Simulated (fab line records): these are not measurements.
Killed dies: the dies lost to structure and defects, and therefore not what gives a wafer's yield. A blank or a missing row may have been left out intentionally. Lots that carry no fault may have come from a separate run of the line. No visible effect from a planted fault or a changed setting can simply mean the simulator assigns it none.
fab line records	flow nandHarc
[record] lots = 13	wafers = 39	lastDay = 25
route steps=1159 shown P_M2@341 P_BONDPAD@361 END@1159
lots that met no fault: taken from a fault-free run of the same line
startH: start of the lot's first displayed wafer, in hours after the record's first day	waitH: hours since the lot's step before	" repeats the value in the row above	L1.1+2: one row covering several wafers at once	- either no value or no given start	* or withheld: withheld	< > ~ a bound
route shown NAME@n: NAME is a module with steps in the file, n the number in the route of the first one	usual: average and standard deviation across the fault-free wafers	same: alike in all rows	chamber/n: place in a boat	sites: per-site readings	_std_site: standard deviation of those values	_edge_site: inner sites' mean taken away from outer sites' mean	radiusMm: for every site, how far away it sits from the centre of the wafer	mask NAME#n: copy n	behind: tool/chamber where the wafer was last shaped	hold: what put the lot on hold/how long, in hours/how the hold closed	device: names the non-switching transistor (n, p or np)	end of line: tests run on the same wafers once the route is complete	a step given without rows: its recipe and nothing more	killed: not the wafer's yield, but the dies lost to structure and defects at the first sort	map: shows each die of a wafer: x if killed, . if not, _ if none is there
set.NAME: the run value of the setting; set.NAME@STEP: its run value at that earlier step	model.NAME: the simulator's own value behind a step, which no gauge read
one table for each step of the route and one row for each wafer, over a sample of lots
services: a tool's chamber out of use, with start hour (startH, from the record's first day; less than 0 if before it), hours out, and reason
[[steps]]
[step NHARC_P_M2_PVD_21]
[recipe] targetThkA = 300	chamberPressurePa = 5	powerW = 5000	substrateTempC = 30	timeS = 20.49	material = Cu
[usual] throttleValvePct = 30.0/1.1
lot.wafer	tool	chamber	startH	waitH	throttleValvePct
L476.2	pvdSputter-03	-	-	-	29.7
L476.1	"	-	"	"	29.8
L476.5	"	-	"	"	29.9
L477.1	pvdSputter-03	-	-	-	31.0
L477.4	"	-	"	"	29.9
L477.6	"	-	"	"	31.3
L478.3	pvdSputter-02	-	-	-	28.5
L478.4	"	-	"	"	29.6
L478.5	"	-	"	"	31.3
L481.1	pvdSputter-01	-	-	-	31.9
L481.4	"	-	"	"	28.4
L481.5	"	-	"	"	31.5
L482.3	pvdSputter-02	-	-	-	29.9
L482.4	"	-	"	"	30.9
L482.1	"	-	"	"	28.8
L484.2	pvdSputter-03	-	-	-	29.7
L484.1	"	-	"	"	29.5
L484.4	"	-	"	"	31.3
L490.3	pvdSputter-02	-	-	-	31.2
L490.1	"	-	"	"	31.2
L490.5	"	-	"	"	31.2
L489.1	pvdSputter-02	-	-	-	31.3
L489.6	"	-	"	"	31.3
L489.5	"	-	"	"	28.5
L493.4	pvdSputter-01	-	-	-	28.6
L493.5	"	-	"	"	29.2
L493.6	"	-	"	"	31.7
L494.2	pvdSputter-03	-	-	-	30.0
L494.1	"	-	"	"	29.7
L494.3	"	-	"	"	29.3
L495.3	pvdSputter-01	-	-	-	29.0
L495.2	"	-	"	"	31.7
L495.6	"	-	"	"	29.0
L497.3	pvdSputter-03	-	-	-	29.8
L497.5	"	-	"	"	29.6
L497.6	"	-	"	"	31.2
L499.3	pvdSputter-03	-	-	-	29.4
L499.4	"	-	"	"	29.8
L499.6	"	-	"	"	29.7
[step NHARC_P_M2_ANNEAL_31]
[recipe] tempC = 225	timeS = 90
[usual] wafer_temp_C_max = 226.2/0.31
lot.wafer	tool	chamber	startH	waitH	wafer_temp_C_max
L476.1	rtpAnneal-02	0	135.33	-	226.0
L476.2	"	0	"	"	226.5
L476.5	"	0	"	"	226.3
L477.1	rtpAnneal-02	0	135.97	-	226.1
L477.4	"	0	"	"	225.8
L477.6	"	0	"	"	226.2
L478.3	rtpAnneal-01	0	145.09	0.3	226.2
L478.4	"	0	"	"	226.7
L478.5	"	0	"	"	226.9
L481.1	rtpAnneal-02	0	150.83	-	226.3
L481.4	"	0	"	"	226.2
L481.5	"	0	"	"	226.2
L482.1	rtpAnneal-02	0	166.00	-	226.3
L482.3	"	0	"	"	226.9
L482.4	"	0	"	"	226.1
L484.1	rtpAnneal-01	0	181.21	-	226.5
L484.2	"	0	"	"	226.2
L484.4	"	0	"	"	226.6
L490.1	rtpAnneal-02	0	204.35	0.4	226.1
L490.3	"	0	"	"	226.0
L490.5	"	0	"	"	225.9
L489.1	rtpAnneal-01	0	206.06	-	225.9
L489.5	"	0	"	"	226.9
L489.6	"	0	"	"	226.3
L493.4	rtpAnneal-02	0	230.51	0.4	226.1
L493.5	"	0	"	"	225.9
L493.6	"	0	"	"	226.2
L494.1	rtpAnneal-02	0	231.34	0.3	226.5
L494.2	"	0	"	"	226.3
L494.3	"	0	"	"	226.4
L495.2	rtpAnneal-01	0	235.04	-	226.2
L495.3	"	0	"	"	226.7
L495.6	"	0	"	"	225.6
L497.3	rtpAnneal-01	0	256.00	-	226.4
L497.5	"	0	"	"	226.3
L497.6	"	0	"	"	226.3
L499.3	rtpAnneal-02	0	258.74	-	225.9
L499.4	"	0	"	"	226.0
L499.6	"	0	"	"	225.8
[step NHARC_P_M2_THK_MEAS_24]
[recipe] thkMeasGauge = xrf
[usual] thkNm = 144.1/1.5
lot.wafer	tool	chamber	startH	waitH	thkNm
L476.1	filmMetro-01	-	135.99	-	143.1
L476.2	"	-	"	"	145.4
L476.5	"	-	"	"	144.0
L477.1	filmMetro-02	-	136.63	-	144.2
L477.4	"	-	"	"	143.9
L477.6	"	-	"	"	145.4
L478.3	filmMetro-01	-	145.65	-	146.6
L478.4	"	-	"	"	145.5
L478.5	"	-	"	"	144.6
L481.1	filmMetro-02	-	151.49	-	142.7
L481.4	"	-	"	"	143.8
L481.5	"	-	"	"	143.9
L482.1	filmMetro-01	-	166.65	-	144.0
L482.3	"	-	"	"	143.2
L482.4	"	-	"	"	142.9
L484.1	filmMetro-02	-	181.87	-	144.7
L484.2	"	-	"	"	143.9
L484.4	"	-	"	"	146.3
L490.1	filmMetro-01	-	205.02	-	146.0
L490.3	"	-	"	"	143.4
L490.5	"	-	"	"	144.1
L489.1	filmMetro-01	-	206.73	-	142.4
L489.5	"	-	"	"	143.9
L489.6	"	-	"	"	144.6
L493.4	filmMetro-02	-	231.01	-	141.8
L493.5	"	-	"	"	143.7
L493.6	"	-	"	"	143.4
L494.1	filmMetro-01	-	232.00	-	145.9
L494.2	"	-	"	"	143.4
L494.3	"	-	"	"	143.5
L495.2	filmMetro-01	-	235.65	-	146.9
L495.3	"	-	"	"	143.6
L495.6	"	-	"	"	145.8
L497.3	filmMetro-02	-	256.57	-	143.9
L497.5	"	-	"	"	143.2
L497.6	"	-	"	"	144.4
L499.3	filmMetro-01	-	259.30	-	145.1
L499.4	"	-	"	"	143.1
L499.6	"	-	"	"	145.9
[step NHARC_P_BONDPAD_EXPOSE_06]
[recipe] na = 0.55	doseMj = 37.06	maskId = P_BPAD
[usual] exposureDoseMJCm2 = 37.04/0.037
lot.wafer	tool	chamber	startH	waitH	mask	exposureDoseMJCm2
L476.1	krfScanner-02	0	137.63	-	P_BPAD#0	37.02
L476.2	"	0	"	"	P_BPAD#0	37.08
L476.5	"	0	"	"	P_BPAD#0	37.03
L477.1	krfScanner-01	0	138.46	-	P_BPAD#0	37.12
L477.4	"	0	"	"	P_BPAD#0	37.05
L477.6	"	0	"	"	P_BPAD#0	37.07
L478.3	krfScanner-01	0	147.32	-	P_BPAD#0	31.73
L478.4	"	0	"	"	P_BPAD#0	31.72
L478.5	"	0	"	"	P_BPAD#0	31.74
L481.1	krfScanner-02	0	153.34	-	P_BPAD#0	37.10
L481.4	"	0	"	"	P_BPAD#0	37.04
L481.5	"	0	"	"	P_BPAD#0	37.05
L482.1	krfScanner-01	0	168.47	-	P_BPAD#0	32.80
L482.3	"	0	"	"	P_BPAD#0	32.84
L482.4	"	0	"	"	P_BPAD#0	32.82
L484.1	krfScanner-01	0	183.88	-	P_BPAD#0	33.63
L484.2	"	0	"	"	P_BPAD#0	33.68
L484.4	"	0	"	"	P_BPAD#0	33.62
L490.1	krfScanner-02	0	206.73	-	P_BPAD#0	36.99
L490.3	"	0	"	"	P_BPAD#0	36.96
L490.5	"	0	"	"	P_BPAD#0	37.04
L489.1	krfScanner-02	0	208.75	-	P_BPAD#0	37.03
L489.5	"	0	"	"	P_BPAD#0	37.03
L489.6	"	0	"	"	P_BPAD#0	37.05
L493.4	krfScanner-02	0	232.88	-	P_BPAD#0	37.11
L493.5	"	0	"	"	P_BPAD#0	37.04
L493.6	"	0	"	"	P_BPAD#0	37.08
L494.1	krfScanner-02	0	233.80	-	P_BPAD#0	37.01
L494.2	"	0	"	"	P_BPAD#0	37.02
L494.3	"	0	"	"	P_BPAD#0	37.08
L495.2	krfScanner-02	0	237.36	-	P_BPAD#0	37.10
L495.3	"	0	"	"	P_BPAD#0	37.11
L495.6	"	0	"	"	P_BPAD#0	37.07
L497.3	krfScanner-02	0	258.40	-	P_BPAD#0	37.08
L497.5	"	0	"	"	P_BPAD#0	37.08
L497.6	"	0	"	"	P_BPAD#0	37.06
L499.3	krfScanner-04	0	261.22	-	P_BPAD#0	37.03
L499.4	"	0	"	"	P_BPAD#0	37.07
L499.6	"	0	"	"	P_BPAD#0	37.04
[step NHARC_END_SORT_01]
[recipe] tempC = 25
[usual] defectLimitedYield = 95.3/1.7	killedAtArray = 28/11	killedAtOther = 0.8/1.1	killedAtPeriphery = 3.3/2.8	killedDies = 32/11	killedOpen = 3.3/1.9	killedShort = 1.9/1.4	sort_bin_2_pct = 1.4/0.68	sort_bin_3_pct = 0.25/0.24	sort_bin_4_pct = 3.0/1.1	sortNPass = 645/11	sortRimYieldPct = 95.3/2.5	sortYieldPct = 95.3/1.7
[same] grossDies = 677	sort_bin_5_pct[%] = 0	sort_bin_6_pct[%] = 0	sort_bin_7_pct[%] = 0	sort_bin_8_pct[%] = 0	sortRimNGross = 106.00
lot.wafer	tool	chamber	startH	waitH	defectLimitedYield[%]	killedAtArray	killedAtOther	killedAtPeriphery	killedDies	killedOpen	killedShort	sort_bin_2_pct[%]	sort_bin_3_pct[%]	sort_bin_4_pct[%]	sortNPass	sortRimYieldPct[%]	sortYieldPct[%]
L476.1	prober-02	0	448.53	2.5	96.3	24	0	1	25	4	0	1.5	0.15	2.1	652	100.0	96.3
L476.2	prober-02	0	449.32	2.8	96.8	21	0	1	22	3	0	0.9	0.15	2.2	655	96.2	96.8
L476.5	prober-02	0	451.69	3.7	96.6	21	1	1	23	1	1	0.9	0.30	2.2	654	98.1	96.6
L477.1	prober-01	0	448.68	2.5	96.8	21	0	1	22	0	3	0.6	0.44	2.2	655	95.3	96.8
L477.4	prober-01	0	451.06	3.4	97.3	16	0	2	18	2	2	0.7	0	1.9	659	96.2	97.3
L477.6	prober-01	0	452.65	4.0	97.9	7	3	4	14	1	2	0.7	0.30	1.0	663	100.0	97.9
L478.3	prober-02	0	457.90	3.1	97.2	8	1	10	19	3	0	1.2	0	1.6	658	93.4	97.2
L478.4	prober-02	0	458.70	3.4	97.6	12	2	2	16	2	2	0.6	0	1.8	661	98.1	97.6
L478.5	prober-02	0	459.51	3.7	97.6	13	0	3	16	4	1	1.0	0	1.3	661	97.2	97.6
L481.1	prober-02	0	468.81	2.5	96.8	18	2	2	22	2	2	0.4	0.30	2.5	655	94.3	96.8
L481.4	prober-02	0	471.20	3.4	96.2	21	0	5	26	0	1	0.9	0	3.0	651	92.5	96.2
L481.5	prober-02	0	472.00	3.7	97.2	17	0	2	19	1	0	0.7	0	2.1	658	94.3	97.2
L482.1	prober-02	0	477.02	2.5	94.2	38	0	1	39	2	3	1.3	0.15	4.3	638	97.2	94.2
L482.3	prober-02	0	478.62	3.1	93.1	47	0	0	47	4	2	1.9	0.30	4.7	630	92.5	93.1
L482.4	prober-02	0	479.43	3.4	94.5	35	0	2	37	0	6	1.6	0.30	3.5	640	94.3	94.5
L484.1	prober-01	0	494.68	2.5	97.9	12	0	2	14	3	0	0.4	0	1.6	663	98.1	97.9
L484.2	prober-01	0	495.47	2.8	96.5	21	0	3	24	6	3	1.0	0.15	2.4	653	94.3	96.5
L484.4	prober-01	0	497.06	3.4	97.2	15	0	4	19	2	0	0.4	0	2.4	658	99.1	97.2
L490.1	prober-02	0	506.00	2.5	93.6	34	3	6	43	1	3	2.1	0.30	4.0	634	95.3	93.6
L490.3	prober-02	0	507.63	3.1	93.1	36	5	6	47	2	0	2.5	0.44	4.0	630	96.2	93.1
L490.5	prober-02	0	509.25	3.8	93.4	40	4	1	45	0	3	2.4	0.59	3.7	632	97.2	93.4
L489.1	prober-01	0	518.07	2.6	94.2	37	0	2	39	2	5	1.9	0.30	3.5	638	95.3	94.2
L489.5	prober-01	0	521.28	3.7	92.9	39	0	9	48	3	3	2.1	0.15	4.9	629	96.2	92.9
L489.6	prober-01	0	522.09	4.0	93.8	36	0	6	42	2	3	1.5	0.59	4.1	635	95.3	93.8
L494.1	prober-02	0	560.97	2.5	93.8	40	1	1	42	3	0	1.8	0.30	4.1	635	94.3	93.8
L494.2	prober-02	0	561.76	2.8	94.1	39	1	0	40	1	1	2.5	0	3.4	637	93.4	94.1
L494.3	prober-02	0	562.55	3.1	93.9	41	0	0	41	2	2	2.1	0.30	3.7	636	95.3	93.9
L493.4	prober-01	0	563.42	3.4	95.1	23	4	6	33	2	3	1.6	0.30	3.0	644	92.5	95.1
L493.5	prober-01	0	564.22	3.7	95.3	29	1	2	32	5	1	1.0	0.30	3.4	645	95.3	95.3
L493.6	prober-01	0	565.02	4.0	95.7	24	2	3	29	4	4	1.3	0.15	2.8	648	98.1	95.7
L495.2	prober-02	0	569.52	2.8	98.1	13	0	0	13	2	2	0.1	0	1.8	664	98.1	98.1
L495.3	prober-02	0	570.32	3.1	97.3	14	2	2	18	6	1	0.6	0.15	1.9	659	95.3	97.3
L495.6	prober-02	0	572.71	4.0	97.9	10	2	2	14	1	1	0.7	0.15	1.2	663	96.2	97.9
L497.3	prober-01	0	578.19	3.1	94.7	32	0	4	36	1	2	2.2	0	3.1	641	92.5	94.7
L497.5	prober-01	0	579.80	3.7	94.7	28	1	7	36	3	3	1.9	0.30	3.1	641	96.2	94.7
L497.6	prober-01	0	580.61	4.0	95.3	24	0	8	32	1	4	1.6	0	3.1	645	92.5	95.3
L499.3	prober-02	0	585.83	3.1	91.9	46	5	4	55	4	3	2.7	0.15	5.3	622	95.3	91.9
L499.4	prober-02	0	586.62	3.4	92.9	44	2	2	48	2	2	2.2	0.44	4.4	629	91.5	92.9
L499.6	prober-02	0	588.21	4.0	93.1	43	0	4	47	4	1	2.5	0.15	4.3	630	94.3	93.1
// killed by level:class
L476.1 A_CHANNEL_HOLE_D1:chamberFilmFlake=14 A_CONTACT:chamberFilmFlake=4 P_M0:geometricParticle:open=1 A_SOURCE_PLATE:geometricParticle:open=1 A_CHANNEL_FILL_D1:geometricParticle:open=1 A_M0:geometricParticle:open=1 A_ZERO_WELL:chamberFilmFlake=1 A_SLIT:unspecified=1
L477.1 A_SLIT:chamberFilmFlake=9 A_WL_FILL:chamberFilmFlake=3 A_M1:chamberFilmFlake=3 A_STAIRCASE:chamberFilmFlake=2 P_M0:geometricParticle:short=1 A_CHANNEL_FILL_D1:geometricParticle:short=1 A_CONTACT:geometricParticle:short=1 A_CHANNEL_HOLE_D1:chamberFilmFlake=1
L476.2 A_CHANNEL_HOLE_D1:chamberFilmFlake=13 A_SLIT:chamberFilmFlake=3 A_CHANNEL_FILL_D1:geometricParticle:open=1 A_BLC:geometricParticle:open=1 A_M1:geometricParticle:open=1 P_CONTACT:chamberFilmFlake=1 A_ZERO_WELL:chamberFilmFlake=1 A_CONTACT:chamberFilmFlake=1
L477.4 A_SLIT:chamberFilmFlake=6 A_CHANNEL_HOLE_D1:chamberFilmFlake=3 A_CONTACT:chamberFilmFlake=2 P_M0:geometricParticle:open=1 A_ONON_D1:geometricParticle:short=1 A_CONTACT:geometricParticle:open=1 A_M0:geometricParticle:short=1 P_GATE:chamberFilmFlake=1
L476.5 A_CHANNEL_HOLE_D1:chamberFilmFlake=14 A_SLIT:chamberFilmFlake=2 A_CONTACT:chamberFilmFlake=2 P_GATE:geometricParticle:open=1 A_M1:geometricParticle:short=1 A_ZERO_WELL:chamberFilmFlake=1 A_STAIRCASE:chamberFilmFlake=1 THIN_TSV:chamberFilmFlake=1
L477.6 A_SLIT:chamberFilmFlake=5 P_ZERO_WELL:chamberFilmFlake=3 THIN_TSV:chamberFilmFlake=2 P_GATE:geometricParticle:short=1 A_CHANNEL_FILL_D1:geometricParticle:short=1 STARTING-WAFER:geometricParticle:open=1 A_STAIRCASE:chamberFilmFlake=1
L478.3 P_ZERO_WELL:chamberFilmFlake=5 P_BONDPAD:chamberFilmFlake=3 A_BLC:geometricParticle:open=2 P_STI:chamberFilmFlake=2 A_CHANNEL_HOLE_D1:chamberFilmFlake=2 A_CONTACT:geometricParticle:open=1 A_CHANNEL_FILL_D1:chamberFilmFlake=1 A_STAIRCASE:chamberFilmFlake=1
L478.4 A_CHANNEL_HOLE_D1:chamberFilmFlake=4 A_CONTACT:geometricParticle:open=2 A_CONTACT:chamberFilmFlake=2 THIN_TSV:chamberFilmFlake=2 A_ONON_D1:geometricParticle:short=1 A_WL_FILL:geometricParticle:short=1 P_GATE:chamberFilmFlake=1 P_BONDPAD:chamberFilmFlake=1
L478.5 A_STAIRCASE:chamberFilmFlake=3 A_CONTACT:chamberFilmFlake=3 A_CHANNEL_FILL_D1:geometricParticle:open=2 P_BONDPAD:chamberFilmFlake=2 A_STAIRCASE:geometricParticle:open=1 A_CONTACT:geometricParticle:short=1 A_BLC:geometricParticle:open=1 P_ZERO_WELL:chamberFilmFlake=1
L481.1 A_SLIT:chamberFilmFlake=6 A_STAIRCASE:chamberFilmFlake=5 A_BLC:geometricParticle:open=2 THIN_TSV:chamberFilmFlake=2 A_CONTACT:geometricParticle:short=1 A_BLC:geometricParticle:short=1 P_ZERO_WELL:chamberFilmFlake=1 P_GATE:chamberFilmFlake=1
L481.4 A_STAIRCASE:chamberFilmFlake=6 A_CHANNEL_HOLE_D1:chamberFilmFlake=5 A_SLIT:chamberFilmFlake=4 A_CONTACT:chamberFilmFlake=3 P_ZERO_WELL:chamberFilmFlake=2 P_GATE:chamberFilmFlake=2 A_WL_FILL:chamberFilmFlake=2 A_M0:geometricParticle:short=1
L481.5 A_SLIT:chamberFilmFlake=7 A_STAIRCASE:chamberFilmFlake=5 P_ZERO_WELL:chamberFilmFlake=2 A_CHANNEL_HOLE_D1:chamberFilmFlake=2 A_CONTACT:geometricParticle:open=1 A_WL_FILL:chamberFilmFlake=1 A_CONTACT:chamberFilmFlake=1
L482.1 A_CHANNEL_HOLE_D1:chamberFilmFlake=15 A_SLIT:chamberFilmFlake=12 A_STAIRCASE:chamberFilmFlake=2 A_CONTACT:chamberFilmFlake=2 A_ONON_D1:geometricParticle:open=1 A_CHANNEL_HOLE_D1:geometricParticle:short=1 A_CHANNEL_FILL_D1:geometricParticle:short=1 A_WL_FILL:geometricParticle:short=1
L482.3 A_CHANNEL_HOLE_D1:chamberFilmFlake=25 A_SLIT:chamberFilmFlake=12 A_CONTACT:geometricParticle:open=2 A_STAIRCASE:chamberFilmFlake=2 A_ONON_D1:geometricParticle:open=1 A_CHANNEL_FILL_D1:geometricParticle:short=1 A_CHANNEL_FILL_D1:geometricParticle:open=1 A_SGD_CUT:geometricParticle:short=1
L482.4 A_CHANNEL_HOLE_D1:chamberFilmFlake=19 A_SLIT:chamberFilmFlake=5 A_STAIRCASE:chamberFilmFlake=4 P_M2:geometricParticle:short=1 A_CHANNEL_HOLE_D1:geometricParticle:short=1 A_CHANNEL_FILL_D1:geometricParticle:short=1 A_SGD_CUT:geometricParticle:short=1 A_WL_FILL:geometricParticle:short=1
L484.1 A_CHANNEL_HOLE_D1:chamberFilmFlake=3 A_STAIRCASE:chamberFilmFlake=2 A_BLC:chamberFilmFlake=2 A_ONON_D1:geometricParticle:open=1 A_CONTACT:geometricParticle:open=1 A_BLC:geometricParticle:open=1 P_STI:chamberFilmFlake=1 P_GATE:chamberFilmFlake=1
L484.2 A_SGD_CUT:chamberFilmFlake=6 A_ZERO_WELL:chamberFilmFlake=3 A_CHANNEL_HOLE_D1:chamberFilmFlake=3 A_WL_FILL:geometricParticle:open=2 A_STAIRCASE:chamberFilmFlake=2 P_GATE:geometricParticle:open=1 P_M0:geometricParticle:open=1 P_M1:geometricParticle:open=1
L484.4 A_STAIRCASE:chamberFilmFlake=5 A_BLC:chamberFilmFlake=5 A_CHANNEL_HOLE_D1:chamberFilmFlake=3 P_STI:chamberFilmFlake=2 P_M1:chamberFilmFlake=2 A_SGD_CUT:geometricParticle:open=1 A_CONTACT:geometricParticle:open=1
L490.1 A_CHANNEL_HOLE_D1:chamberFilmFlake=20 A_CONTACT:chamberFilmFlake=5 THIN_TSV:chamberFilmFlake=3 P_M1:chamberFilmFlake=2 A_SLIT:chamberFilmFlake=2 P_M0:geometricParticle:open=1 A_CONTACT:geometricParticle:short=1 A_BLC:geometricParticle:short=1
L490.3 A_CHANNEL_HOLE_D1:chamberFilmFlake=22 A_STAIRCASE:chamberFilmFlake=6 A_CONTACT:chamberFilmFlake=6 THIN_TSV:chamberFilmFlake=5 P_M1:chamberFilmFlake=3 P_CONTACT:geometricParticle:open=1 P_M0:geometricParticle:open=1 P_M0:chamberFilmFlake=1
L490.5 A_CHANNEL_HOLE_D1:chamberFilmFlake=21 A_STAIRCASE:chamberFilmFlake=8 A_CONTACT:chamberFilmFlake=7 THIN_TSV:chamberFilmFlake=4 A_WL_FILL:geometricParticle:short=1 A_M0:geometricParticle:short=1 A_M1:geometricParticle:short=1 P_M1:chamberFilmFlake=1
L489.1 A_CHANNEL_HOLE_D1:chamberFilmFlake=21 A_SLIT:chamberFilmFlake=11 A_ONON_D1:geometricParticle:short=3 P_CONTACT:geometricParticle:open=1 P_M1:geometricParticle:open=1 A_CHANNEL_HOLE_D1:geometricParticle:short=1 A_WL_FILL:geometricParticle:short=1
L489.5 A_CHANNEL_HOLE_D1:chamberFilmFlake=25 P_ZERO_WELL:chamberFilmFlake=5 A_SLIT:chamberFilmFlake=5 A_STAIRCASE:chamberFilmFlake=3 A_CONTACT:geometricParticle:open=2 P_STI:chamberFilmFlake=2 P_M0:geometricParticle:open=1 A_SOURCE_PLATE:geometricParticle:short=1
L489.6 A_CHANNEL_HOLE_D1:chamberFilmFlake=15 A_SLIT:chamberFilmFlake=10 A_STAIRCASE:chamberFilmFlake=4 P_M1:chamberFilmFlake=3 A_CONTACT:geometricParticle:open=2 P_ZERO_WELL:chamberFilmFlake=2 A_CHANNEL_FILL_D1:chamberFilmFlake=2 A_WL_FILL:geometricParticle:short=1
L494.1 A_CHANNEL_HOLE_D1:chamberFilmFlake=23 A_SLIT:chamberFilmFlake=12 A_STAIRCASE:chamberFilmFlake=2 P_GATE:geometricParticle:open=1 A_SOURCE_PLATE:geometricParticle:open=1 A_CONTACT:geometricParticle:open=1 A_WL_FILL:chamberFilmFlake=1 THIN_TSV:chamberFilmFlake=1
L494.2 A_CHANNEL_HOLE_D1:chamberFilmFlake=20 A_SLIT:chamberFilmFlake=13 A_CONTACT:chamberFilmFlake=4 A_STAIRCASE:geometricParticle:short=1 A_CONTACT:geometricParticle:open=1 THIN_TSV:chamberFilmFlake=1
L494.3 A_CHANNEL_HOLE_D1:chamberFilmFlake=19 A_SLIT:chamberFilmFlake=11 A_CONTACT:chamberFilmFlake=4 A_STAIRCASE:chamberFilmFlake=2 A_ONON_D1:geometricParticle:short=1 A_CHANNEL_FILL_D1:geometricParticle:open=1 A_WL_FILL:geometricParticle:short=1 A_CONTACT:geometricParticle:open=1
L493.4 A_STAIRCASE:chamberFilmFlake=8 A_CHANNEL_HOLE_D1:chamberFilmFlake=6 P_M1:chamberFilmFlake=6 THIN_TSV:chamberFilmFlake=4 A_WL_FILL:chamberFilmFlake=2 A_ONON_D1:geometricParticle:open=1 A_ONON_D1:geometricParticle:short=1 A_CHANNEL_FILL_D1:geometricParticle:short=1
L493.5 A_STAIRCASE:chamberFilmFlake=12 A_CHANNEL_HOLE_D1:chamberFilmFlake=9 A_M0:geometricParticle:open=2 A_CONTACT:chamberFilmFlake=2 A_CHANNEL_FILL_D1:geometricParticle:open=1 A_WL_FILL:geometricParticle:short=1 A_WL_FILL:geometricParticle:open=1 A_CONTACT:geometricParticle:open=1
L493.6 A_STAIRCASE:chamberFilmFlake=10 A_CHANNEL_HOLE_D1:chamberFilmFlake=7 A_WL_FILL:geometricParticle:short=2 P_M0:geometricParticle:open=1 A_ONON_D1:geometricParticle:open=1 A_SLIT:geometricParticle:open=1 A_CONTACT:geometricParticle:open=1 A_M0:geometricParticle:short=1
L495.2 A_CHANNEL_HOLE_D1:chamberFilmFlake=6 A_CONTACT:chamberFilmFlake=2 A_CHANNEL_FILL_D1:geometricParticle:open=1 A_WL_FILL:geometricParticle:short=1 A_CONTACT:geometricParticle:open=1 A_BLC:geometricParticle:short=1 A_SLIT:chamberFilmFlake=1
L495.3 A_CHANNEL_HOLE_D1:chamberFilmFlake=6 A_CONTACT:geometricParticle:open=3 P_GATE:geometricParticle:open=2 A_CONTACT:chamberFilmFlake=2 THIN_TSV:chamberFilmFlake=2 A_CHANNEL_FILL_D1:geometricParticle:short=1 A_SLIT:geometricParticle:open=1 A_STAIRCASE:chamberFilmFlake=1
L495.6 A_CHANNEL_HOLE_D1:chamberFilmFlake=6 A_CONTACT:chamberFilmFlake=2 THIN_TSV:chamberFilmFlake=2 P_CONTACT:geometricParticle:short=1 A_M1:geometricParticle:open=1 P_GATE:chamberFilmFlake=1 A_STAIRCASE:chamberFilmFlake=1
L497.3 A_SLIT:chamberFilmFlake=23 A_CHANNEL_HOLE_D1:chamberFilmFlake=5 P_M2:chamberFilmFlake=4 A_ONON_D1:geometricParticle:open=1 A_WL_FILL:geometricParticle:short=1 A_CONTACT:geometricParticle:short=1 A_WL_FILL:chamberFilmFlake=1
L497.5 A_SLIT:chamberFilmFlake=16 A_CHANNEL_HOLE_D1:chamberFilmFlake=5 A_CONTACT:chamberFilmFlake=4 P_ZERO_WELL:chamberFilmFlake=3 P_CONTACT:geometricParticle:short=2 P_GATE:geometricParticle:open=1 A_WL_FILL:geometricParticle:open=1 A_M0:geometricParticle:open=1
L497.6 A_SLIT:chamberFilmFlake=10 A_CHANNEL_HOLE_D1:chamberFilmFlake=7 P_M2:chamberFilmFlake=5 A_CONTACT:chamberFilmFlake=3 P_GATE:geometricParticle:short=1 P_CONTACT:geometricParticle:short=1 A_ONON_D1:geometricParticle:short=1 A_CHANNEL_HOLE_D1:geometricParticle:open=1
L499.3 A_CHANNEL_HOLE_D1:chamberFilmFlake=21 A_SLIT:chamberFilmFlake=16 THIN_TSV:chamberFilmFlake=5 A_CONTACT:chamberFilmFlake=4 A_WL_FILL:geometricParticle:open=2 P_CONTACT:geometricParticle:short=1 P_M0:geometricParticle:open=1 P_M2:geometricParticle:short=1
L499.4 A_CHANNEL_HOLE_D1:chamberFilmFlake=22 A_SLIT:chamberFilmFlake=11 A_WL_FILL:chamberFilmFlake=4 A_CONTACT:chamberFilmFlake=3 THIN_TSV:chamberFilmFlake=2 P_M0:geometricParticle:open=1 A_SGD_CUT:geometricParticle:short=1 A_WL_FILL:geometricParticle:short=1
L499.6 A_CHANNEL_HOLE_D1:chamberFilmFlake=21 A_SLIT:chamberFilmFlake=10 A_CONTACT:chamberFilmFlake=6 A_STAIRCASE:chamberFilmFlake=2 P_M0:geometricParticle:open=1 A_CHANNEL_HOLE_D1:geometricParticle:short=1 A_CHANNEL_FILL_D1:geometricParticle:open=1 A_WL_FILL:geometricParticle:open=1
[[services]]
tool	chamber	startH	hours	kind
pvdSputter-01	-	158.83	10.0	pm
krfScanner-01	-	171.31	0.4	repair
krfScanner-01	0	193.37	-	calibration
krfScanner-01	-	197.45	1.0	repair
pvdSputter-02	-	206.10	2.2	repair
pvdSputter-03	-	207.74	10.3	repair
krfScanner-04	0	209.71	-	calibration
krfScanner-02	-	210.00	4.0	pm
pvdSputter-02	-	214.00	10.0	pm
pvdSputter-01	-	240.30	3.6	repair
krfScanner-02	0	251.05	-	calibration
pvdSputter-01	-	252.22	3.2	repair
krfScanner-04	-	254.11	4.0	pm
krfScanner-01	-	256.00	4.0	pm
[[key]]
[firstSign] step = NHARC_P_BONDPAD_EXPOSE_06	reading = exposureDoseMJCm2	direction = down	sigmas = 99+	usual = 37.04	struck = 32.73
effect none on later readings
metAt NHARC_P_BONDPAD_EXPOSE_06
struckLots L478,L482,L484
[loopTrim] step = NHARC_P_BONDPAD_EXPOSE_06	setting = dose	lots = L482,L484
notActingAt NHARC_P_M2_PVD_21,NHARC_P_M2_ANNEAL_31,NHARC_P_M2_THK_MEAS_24
onsetBetween 138.46 147.32
[fault] kind = processParameterDrift	tool = krfScanner-01	chamber = -	onsetH = 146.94	steps = NHARC_P_BONDPAD_EXPOSE_06	channel = doseMj	offset = -5.2734	shape = step	actsIn = theseRecipesOnly	stated = 37.06
// loopTrim: a control loop set the setting to another value than it would have without faults
